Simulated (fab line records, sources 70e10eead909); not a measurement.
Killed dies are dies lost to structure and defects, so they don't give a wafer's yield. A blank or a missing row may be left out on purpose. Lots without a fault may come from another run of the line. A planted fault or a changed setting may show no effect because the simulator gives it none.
fab line records | flow nand_harc
record lots=6 wafers=18 last_day=25
route steps=1159 shown P_STI@102 P_GATE@110 END@1159
lots that met no fault: from a run of the same line without faults
start_h: hours from the record's first day to the start of the lot's first wafer shown | wait_h: hours since the lot's step before | " the same as in the row above | L1.1+2: a row that stands for several wafers | - no value, or no start given | * or withheld: withheld | < > ~ a bound
route shown NAME@n: a module of which the file shows steps, and the number in the route of the first | usual: mean/standard deviation of fault-free wafers | same: alike in all rows | chamber/n: place in a boat | sites: the reading at each site | _std_site: their standard deviation | _edge_site: outer sites' mean less inner sites' | radius_mm: how far each site lies from the wafer's centre | mask NAME#n: copy n | behind: the tool/chamber that last shaped the wafer | hold: why the lot was held/for how many hours/how that ended | device: the transistor (n, p or np) that didn't switch | end of line: the same wafers' tests at the end of the route | a step without rows: its recipe alone | killed: dies lost to structure and defects at the first sort, not the wafer's yield | map: a wafer's dies, x killed, . not, _ none there
set.NAME: the setting as run; set.NAME@STEP: as run at that earlier step | model.NAME: the simulator's own value behind a step, which no gauge read
lots at some steps of the route; a table a step, a row a wafer
services: from which hour (start_h, from the record's first day; less than 0 if before it) a tool's chamber was out of use, for how many hours, and why
## steps
# step NHARC_P_STI_SRD_35
# step NHARC_P_STI_ETCH_36
# recipe target_depth_a=388 chemistry=dHF material=SiO2
# step NHARC_P_STI_STRIP_24
# recipe temp_c=160 chemistry=H3PO4 material=Si3N4
# step NHARC_P_STI_ETCH_37
# recipe target_depth_a=110 chemistry=dHF material=SiO2
# step NHARC_P_STI_PRECLEAN_38
# recipe time_s=* temp_c=50 bath_age_min=0 chemistry=SC1
# step NHARC_P_STI_SRD_39
# step NHARC_P_STI_OXIDE_40
# recipe target_thk_a=100 temp_c=900 ox_time_s=1362 material=SiO2
# step NHARC_P_STI_INSPECT_25
# usual raw_defect_count=210/80
# columns lot.wafer tool chamber start_h wait_h raw_defect_count
L543.3 defect_inspect-01 - 67.58 0.4 264
L543.4 " - " " 102
L543.5 " - " " 172
L545.3 defect_inspect-01 - 75.60 0.4 178
L545.4 " - " " 281
L545.6 " - " " 142
L553.1 defect_inspect-01 - 121.30 0.4 315
L553.3 " - " " 298
L553.5 " - " " 239
L564.1 defect_inspect-02 - 187.31 0.4 139
L564.2 " - " " 294
L564.4 " - " " 172
L563.3 defect_inspect-01 - 187.32 0.4 224
L563.4 " - " " 255
L563.5 " - " " 174
L566.3 defect_inspect-01 - 204.35 0.4 195
L566.5 " - " " 304
L566.6 " - " " 214
# step NHARC_P_GATE_ETCH_69
# recipe target_depth_a=140 chemistry=dHF material=SiO2
# step NHARC_P_GATE_PRECLEAN_70
# recipe time_s=* temp_c=50 bath_age_min=0 chemistry=SC1
# step NHARC_P_GATE_SRD_01
# step NHARC_P_GATE_OXIDE_02
# recipe target_thk_a=375 temp_c=950 p_h2o_torr=720 ox_time_s=365 material=SiO2
# same ox_time_s=365
# columns lot.wafer tool chamber start_h wait_h
L543.3+4+5 furnace-01 0 70.85 -
L545.3+4+6 furnace-04 0 78.65 -
L553.1+3+5 furnace-04 0 124.35 -
L563.3+4+5 furnace-01 0 190.59 -
L564.1+2+4 furnace-01 0 190.59 -
L566.3+5+6 furnace-04 0 208.47 -
# step NHARC_P_GATE_DEHYDRATE_03
# recipe temp_c=150 time_s=120
# step NHARC_P_GATE_HMDS_04
# recipe time_s=30
# step NHARC_P_GATE_COAT_05
# recipe spin_rpm=4690
# step NHARC_P_GATE_SOFTBAKE_06
# recipe temp_c=122 time_s=95
# step NHARC_P_GATE_EBR_07
# step NHARC_P_GATE_EXPOSE_08
# recipe na=0.6 dose_mj=16.75 mask_id=P_HV
# step NHARC_P_GATE_PEB_09
# recipe peb_temp_c=118 peb_time_s=85
# step NHARC_P_GATE_DEVELOP_10
# recipe time_s=70
# step NHARC_P_GATE_CD_MEAS_11
# recipe target_cd_nm=1640 landing_energy_ev=500
# usual cd_nm=1639.2/1.6
# columns lot.wafer tool chamber start_h wait_h cd_nm
L543.3 cd_sem-02 0 75.93 - 1636.0
L543.4 " 0 " " 1639.5
L543.5 " 0 " " 1639.8
L545.3 cd_sem-01 0 83.78 - 1637.2
L545.4 " 0 " " 1640.4
L545.6 " 0 " " 1638.4
L553.1 cd_sem-03 0 129.19 - 1638.2
L553.3 " 0 " " 1639.3
L553.5 " 0 " " 1641.1
L564.1 cd_sem-03 0 195.64 - 1639.1
L564.2 " 0 " " 1638.1
L564.4 " 0 " " 1640.5
L563.3 cd_sem-02 0 195.81 - 1638.7
L563.4 " 0 " " 1638.2
L563.5 " 0 " " 1638.6
L566.3 cd_sem-02 0 213.41 - 1639.4
L566.5 " 0 " " 1640.0
L566.6 " 0 " " 1641.0
# step NHARC_P_GATE_HARDBAKE_12
# recipe temp_c=125 time_s=80
# step NHARC_P_GATE_DESCUM_13
# recipe time_s=3 o2_flow_sccm=200 ar_flow_sccm=0 bias_power_w=0 chemistry=O2
# usual drypump_motor_current_A=5.84/0.29 oes_product_au=0.997/0.0077 rf_vpp_V=57.6/0.94 showerhead_plenum_p_Torr=1.87/0.074 throttle_valve_pct=11.311/0.01
# columns lot.wafer tool chamber start_h wait_h drypump_motor_current_A oes_product_au rf_hours_counter_h rf_vpp_V showerhead_plenum_p_Torr throttle_valve_pct
L543.4 rie_diel-02 3 76.08 - 6.44 0.999 29 55.9 1.79 11.303
L543.3 " 2 " " 5.65 0.997 29 55.7 1.88 11.317
L543.5 " 3 " " 6.45 0.992 - 57.2 1.79 11.307
L545.4 rie_diel-03 1 83.96 - 5.67 1.006 10 58.6 1.95 11.291
L545.3 " 3 " " 5.70 1.004 15 57.9 1.85 11.312
L545.6 " 0 " " 5.87 1.000 - 57.5 1.93 11.298
L553.1 rie_diel-03 2 129.37 - 5.87 0.986 25 59.0 2.01 11.304
L553.3 " 0 " " 5.87 0.988 27 57.5 1.93 11.316
L553.5 " 1 " " 5.65 0.995 - 58.3 1.94 11.320
L564.1 rie_diel-09 2 195.80 - 6.00 1.001 19 57.8 1.78 11.308
L564.4 " 3 " " 6.11 0.996 20 58.9 1.95 11.303
L564.2 " 1 " " 5.48 1.018 21 57.5 1.81 11.306
L563.4 rie_diel-09 2 195.96 - 6.03 0.992 19 58.1 1.78 11.298
L563.3 " 3 " " 6.15 1.002 20 55.9 1.95 11.310
L563.5 " 3 " " 6.12 0.987 - 58.6 1.95 11.300
L566.3 rie_diel-09 3 213.63 - 6.11 0.998 23 57.9 1.95 11.334
L566.6 " 1 " " 5.46 1.004 - 57.4 1.81 11.311
L566.5 " 2 " " 5.98 0.996 - 56.4 1.77 11.304
# step NHARC_P_GATE_ETCH_14
# recipe target_depth_a=488 chemistry=dHF material=SiO2
# step NHARC_P_GATE_STRIP_15
# recipe time_s=780 temp_c=130 chemistry=SPM
# step NHARC_P_GATE_PRECLEAN_71
# recipe time_s=* temp_c=50 bath_age_min=0 chemistry=SC1
# step NHARC_P_GATE_SRD_72
# step NHARC_P_GATE_OXIDE_16
# recipe target_thk_a=30 temp_c=875 ox_time_s=392 material=SiO2
# step NHARC_P_GATE_CVD_17
# recipe target_thk_a=1500 temp_c=620 time_s=900 material=poly-Si
# step NHARC_P_GATE_HM_DEP_102
# recipe target_thk_a=1200 temp_c=400 material=aC
# usual throttle_valve_pct=34.999/0.0088
# columns lot.wafer tool chamber start_h wait_h throttle_valve_pct
L543.3 acl_dep-01 0 89.16 1.1 34.991
L543.4 " 0 " " 34.987
L543.5 " 0 " " 34.998
L545.3 acl_dep-03 0 97.00 1.5 35.010
L545.4 " 0 " " 34.984
L545.6 " 0 " " 35.014
L553.1 acl_dep-03 0 142.69 1.7 35.003
L553.3 " 0 " " 34.988
L553.5 " 0 " " 35.006
L564.1 acl_dep-01 0 208.11 0.4 35.001
L564.2 " 0 " " 34.996
L564.4 " 0 " " 34.990
L563.3 acl_dep-02 0 208.32 0.6 35.011
L563.4 " 0 " " 35.000
L563.5 " 0 " " 34.997
L566.3 acl_dep-01 0 231.54 5.9 34.993
L566.5 " 0 " " 35.003
L566.6 " 0 " " 35.005
# step NHARC_P_GATE_DEP_103
# recipe target_thk_a=300 target_thk_nm=30 temp_c=400 flow_sccm=200 rf_w=350 material=SiON
# usual heater_power_w=753/89
# columns lot.wafer tool chamber start_h wait_h heater_power_w
L543.3 pecvd-04 2 89.64 0.4 742
L543.5 " 2 " " 744
L543.4 " 0 " " 745
L545.3 pecvd-04 0 97.44 0.3 640
L545.6 " 0 " " 611
L545.4 " 2 " " 749
L553.3 pecvd-03 0 143.42 0.4 848
L553.1 " 2 " " 568
L553.5 " 1 " " 736
L564.1 pecvd-03 1 208.79 0.6 590
L564.2 " 2 " " 629
L564.4 " 0 " " 838
L563.3 pecvd-04 0 208.80 0.4 724
L563.5 " 0 " " 588
L563.4 " 2 " " 898
L566.3 pecvd-04 0 232.11 0.5 714
L566.5 " 2 " " 899
L566.6 " 0 " " 728
# step NHARC_P_GATE_DEHYDRATE_18
# recipe temp_c=150 time_s=120
# step NHARC_P_GATE_HMDS_19
# recipe time_s=30
# step NHARC_P_GATE_COAT_20
# recipe spin_rpm=1500 resist_thk_nm=90
# step NHARC_P_GATE_SOFTBAKE_21
# recipe temp_c=105 time_s=55
# step NHARC_P_GATE_EBR_22
# step NHARC_P_GATE_EXPOSE_23
# recipe na=1.35 target_cd_nm=120 dose_mj=93.91 mask_id=P_GATE
# step NHARC_P_GATE_PEB_24
# recipe peb_temp_c=100 peb_time_s=65
# step NHARC_P_GATE_DEVELOP_25
# recipe develop_time_s=35 dev_temp_c=23
# step NHARC_P_GATE_CD_MEAS_26
# recipe target_cd_nm=120 landing_energy_ev=500
# usual cd_nm=119.7/0.52
# columns lot.wafer tool chamber start_h wait_h cd_nm
L543.3 cd_sem-03 0 90.29 - 119.8
L543.4 " 0 " " 118.9
L543.5 " 0 " " 119.7
L545.3 cd_sem-03 0 98.13 - 119.5
L545.4 " 0 " " 119.1
L545.6 " 0 " " 119.7
L553.1 cd_sem-02 0 143.98 - 119.4
L553.3 " 0 " " 120.0
L553.5 " 0 " " 119.9
L564.1 cd_sem-02 0 209.44 - 120.3
L564.2 " 0 " " 120.6
L564.4 " 0 " " 119.9
L563.3 cd_sem-02 0 209.60 - 121.2
L563.4 " 0 " " 120.0
L563.5 " 0 " " 120.7
L566.3 cd_sem-03 0 232.75 - 120.2
L566.5 " 0 " " 120.1
L566.6 " 0 " " 119.5
# step NHARC_P_GATE_OVL_MEAS_27
# usual overlay_x_nm=0.1/0.69 overlay_y_nm=-0.2/0.77
# columns lot.wafer tool chamber start_h wait_h overlay_x_nm overlay_y_nm
L543.3 overlay-01 - 90.38 - -0.6 0.1
L543.4 " - " " -0.6 0.2
L543.5 " - " " -0.8 -0.4
L545.3 overlay-02 - 98.21 - 0.2 0.3
L545.4 " - " " -0.4 0.1
L545.6 " - " " 0.1 -0.1
L553.1 overlay-01 - 144.06 - 1.1 0.1
L553.3 " - " " 1.4 -0.5
L553.5 " - " " 1.1 -0.2
L564.1 overlay-02 - 209.53 - 0.4 0.4
L564.2 " - " " 0.5 0.1
L564.4 " - " " 1.0 -0.2
L563.3 overlay-01 - 209.69 - -0.5 -0.4
L563.4 " - " " -0.7 0.0
L563.5 " - " " -0.6 -0.4
L566.3 overlay-01 - 232.84 - 0.2 -0.3
L566.5 " - " " -0.1 -1.0
L566.6 " - " " 0.1 -0.2
# step NHARC_P_GATE_INSPECT_28
# usual raw_defect_count=5.9/2.9
# columns lot.wafer tool chamber start_h wait_h raw_defect_count
L543.3 defect_inspect-02 - 90.42 0.0 3
L543.4 " - " " 6
L543.5 " - " " 12
L545.3 defect_inspect-02 - 98.25 0.0 5
L545.4 " - " " 5
L545.6 " - " " 15
L553.1 defect_inspect-02 - 144.10 0.0 5
L553.3 " - " " 5
L553.5 " - " " 7
L564.1 defect_inspect-01 - 209.57 0.0 40
L564.2 " - " " 42
L564.4 " - " " 40
L563.3 defect_inspect-01 - 209.72 0.0 37
L563.4 " - " " 53
L563.5 " - " " 33
L566.3 defect_inspect-01 - 232.87 0.0 4
L566.5 " - " " 7
L566.6 " - " " 12
# step NHARC_END_SORT_01
# recipe temp_c=25
# usual killed_at_array=28/11 killed_at_other=0.5/0.85 killed_at_periphery=2.7/1.9 killed_dies=32/12 killed_open=3.3/1.6 killed_short=2.1/1.5
# same gross_dies=677
# columns lot.wafer tool chamber start_h wait_h killed_at_array killed_at_other killed_at_periphery killed_dies killed_open killed_short
L543.3 prober-02 0 458.80 3.1 24 0 2 26 4 4
L543.4 prober-02 0 459.60 3.4 21 0 3 24 7 4
L543.5 prober-02 0 460.41 3.7 20 0 4 24 5 2
L553.1 prober-01 0 512.91 2.5 18 2 3 23 4 1
L553.5 prober-01 0 516.11 3.7 13 3 2 18 2 3
L563.3 prober-01 0 565.63 3.1 34 2 34 70 7 1
L563.4 prober-01 0 566.44 3.4 42 1 43 86 1 5
L563.5 prober-01 0 567.25 3.7 38 1 25 64 2 4
L564.1 prober-01 0 571.82 2.5 37 0 32 69 8 3
L564.2 prober-01 0 572.61 2.8 36 0 43 79 3 4
L564.4 prober-01 0 574.18 3.3 32 0 40 72 2 9
# killed by level:class
L543.3 A_CONTACT:chamber_film_flake=5 A_WL_FILL:chamber_film_flake=3 A_M1:chamber_film_flake=3 P_CONTACT:geometric_particle:short=2 A_CONTACT:geometric_particle:open=2 A_CHANNEL_HOLE_D1:chamber_film_flake=2 A_STAIRCASE:chamber_film_flake=2 A_SLIT:chamber_film_flake=2
L543.4 A_WL_FILL:chamber_film_flake=5 A_CHANNEL_HOLE_D1:chamber_film_flake=4 A_ONON_D1:geometric_particle:short=2 A_ONON_D1:geometric_particle:open=2 A_CONTACT:geometric_particle:open=2 A_M0:geometric_particle:short=2 P_M0:geometric_particle:open=1 A_CHANNEL_FILL_D1:geometric_particle:open=1
L543.5 A_STAIRCASE:chamber_film_flake=3 A_WL_FILL:chamber_film_flake=3 A_CONTACT:chamber_film_flake=3 A_ONON_D1:geometric_particle:open=2 A_WL_FILL:geometric_particle:open=2 P_STI:chamber_film_flake=2 A_CHANNEL_HOLE_D1:chamber_film_flake=2 A_M1:chamber_film_flake=2
L553.1 A_CHANNEL_FILL_D1:chamber_film_flake=6 A_CHANNEL_HOLE_D1:chamber_film_flake=3 A_CONTACT:chamber_film_flake=3 A_STAIRCASE:chamber_film_flake=2 THIN_TSV:chamber_film_flake=2 P_GATE:geometric_particle:open=1 P_CONTACT:geometric_particle:open=1 A_CONTACT:geometric_particle:open=1
L553.5 A_CHANNEL_FILL_D1:chamber_film_flake=5 A_CHANNEL_FILL_D1:geometric_particle:short=2 THIN_TSV:chamber_film_flake=2 P_CONTACT:geometric_particle:open=1 A_CHANNEL_HOLE_D1:geometric_particle:open=1 STARTING-WAFER:geometric_particle:short=1 P_STI:chamber_film_flake=1 A_CHANNEL_HOLE_D1:chamber_film_flake=1
L563.3 P_GATE:unspecified=31 A_CHANNEL_HOLE_D1:chamber_film_flake=15 A_SLIT:chamber_film_flake=11 A_ONON_D1:geometric_particle:open=3 A_CONTACT:geometric_particle:open=2 P_BONDPAD:chamber_film_flake=2 P_M0:geometric_particle:open=1 A_CHANNEL_FILL_D1:geometric_particle:short=1
L563.4 P_GATE:unspecified=41 A_CHANNEL_HOLE_D1:chamber_film_flake=16 A_SLIT:chamber_film_flake=14 A_CONTACT:chamber_film_flake=3 A_STAIRCASE:chamber_film_flake=2 A_SGD_CUT:chamber_film_flake=2 P_CONTACT:geometric_particle:short=1 A_ONON_D1:geometric_particle:short=1
L563.5 P_GATE:unspecified=22 A_SLIT:chamber_film_flake=15 A_CHANNEL_HOLE_D1:chamber_film_flake=12 A_STAIRCASE:chamber_film_flake=4 P_M0:geometric_particle:short=2 A_CONTACT:chamber_film_flake=2 A_CHANNEL_HOLE_D1:geometric_particle:short=1 A_CHANNEL_FILL_D1:geometric_particle:open=1
L564.1 P_GATE:unspecified=27 A_SLIT:chamber_film_flake=13 A_CHANNEL_HOLE_D1:chamber_film_flake=10 A_CONTACT:chamber_film_flake=3 A_CHANNEL_FILL_D1:geometric_particle:short=2 P_ZERO_WELL:chamber_film_flake=2 A_SGD_CUT:chamber_film_flake=2 P_GATE:geometric_particle:open=1
L564.2 P_GATE:unspecified=38 A_SLIT:chamber_film_flake=17 A_CHANNEL_HOLE_D1:chamber_film_flake=4 A_CHANNEL_FILL_D1:geometric_particle:open=3 A_CONTACT:chamber_film_flake=3 P_ZERO_WELL:chamber_film_flake=2 P_BONDPAD:chamber_film_flake=2 A_STAIRCASE:chamber_film_flake=2
L564.4 P_GATE:unspecified=31 A_SLIT:chamber_film_flake=16 A_CHANNEL_FILL_D1:geometric_particle:short=3 P_ZERO_WELL:chamber_film_flake=3 P_BONDPAD:chamber_film_flake=3 A_CHANNEL_HOLE_D1:chamber_film_flake=3 A_ONON_D1:geometric_particle:short=2 A_WL_FILL:geometric_particle:short=2
# map L563.4 (x killed, . not)
____________.____________
_________......._________
_______xxxxx......_______
______xxxx..x......______
_____.xxxx.........._____
____.x.xx.x..x.......____
____..xxx............____
___...x............x.x___
___.......x...........___
__...x........xx.......__
__.............xx......__
_..x....x..............._
_x......x..............x_
_...x......x............_
_.....x............xx..._
_.....x....x............_
.............x.......x...
x...x...x..........xx....
..............xx.........
....x..x.x.x...........x.
........x.x..............
_.......xx.x............_
_x.......x.x..x........._
_........xxx............_
_..x.x..x.x...x........._
_.........x............._
__...................x.__
__.x.....x............x__
___............x......___
___....x..............___
____...x.............____
____......x..x.......____
_____.x............._____
______.............______
_______..........._______
_________.x....._________
____________.____________
# map L564.2 (x killed, . not)
____________.____________
_________......._________
_______..........x_______
______........x....______
_____.......x....x.._____
____............x....____
____.................____
___..............x....___
___...............x...___
__..........xxx........__
__..x................x.__
_...x..................._
_..........x.....x....x._
_..x.............x...xx._
_..x...x.....x........x._
_.........x............._
..........x......x.......
xx.x...xx.x..............
...x............x..x.....
.......xx.....x..........
.x......x.x...........x..
_...x...xxxx.........x.._
_......x...xx..........._
_.......x.xx............_
_....x..x..xxx...x......_
_.....xxx............x.._
__........x...x........__
__.......x.....x.x.....__
___.....x..........x..___
___........x....x.....___
____.x.....x.........____
____..............x.x____
_____..............._____
______...........x.______
_______..........._______
_________......._________
____________.____________
## services
# columns tool chamber start_h hours kind
rie_diel-03 1 46.96 4.5 repair
rie_diel-02 3 72.85 2.0 repair
rie_diel-09 - 77.40 9.0 pm
rie_diel-02 0 86.30 2.6 repair
rie_diel-09 - 97.80 0.8 repair
rie_diel-02 1 111.34 3.7 repair
pecvd-03 - 111.41 13.0 pm
acl_dep-01 - 113.05 13.0 pm
rie_diel-03 2 122.14 2.1 repair
rie_diel-02 2 146.62 4.9 repair
rie_diel-02 - 150.76 9.0 pm
pecvd-04 0 151.19 3.4 repair
pecvd-04 - 155.90 1.0 repair
acl_dep-02 - 168.82 13.0 pm
pecvd-04 - 195.28 13.0 pm
pecvd-04 0 195.28 13.0 vent_cycle
pecvd-04 1 195.28 13.0 vent_cycle
pecvd-04 2 195.28 13.0 vent_cycle
furnace-01 - 204.94 18.6 repair
rie_diel-09 - 207.42 1.3 repair
rie_diel-03 - 215.40 9.0 pm
pecvd-03 1 221.16 8.3 repair
acl_dep-03 - 225.17 13.0 pm
pecvd-04 1 227.64 5.6 repair
## key
first_sign step=NHARC_P_GATE_INSPECT_28 reading=raw_defect_count direction=up sigmas=12 usual=5.9 struck=40.8
effect step=NHARC_END_SORT_01 reading=killed_at_periphery direction=up sigmas=18 usual=2.7 struck=36.2
more_kills_born_at NHARC_P_GATE_OXIDE_02@furnace-01=190
met_at NHARC_P_GATE_OXIDE_02
struck_wafers L563.3,L563.4,L563.5,L564.1,L564.2,L564.4
tester_left_out L563,L564
onset_between 70.85 190.59
fault kind=chamber_particle_source tool=furnace-01 chamber=0 onset_h=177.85 steps=NHARC_P_GATE_OXIDE_02 rate_per_visit_cm2=0.051593 end_h=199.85
# tester_left_out: of these lots the tester's yield and bins aren't shown, on N5 and GAA mostly nor the transistor test; their killed dies are dies lost to structure and defects alone, not to doping, threshold or leakage, so they don't give the yield
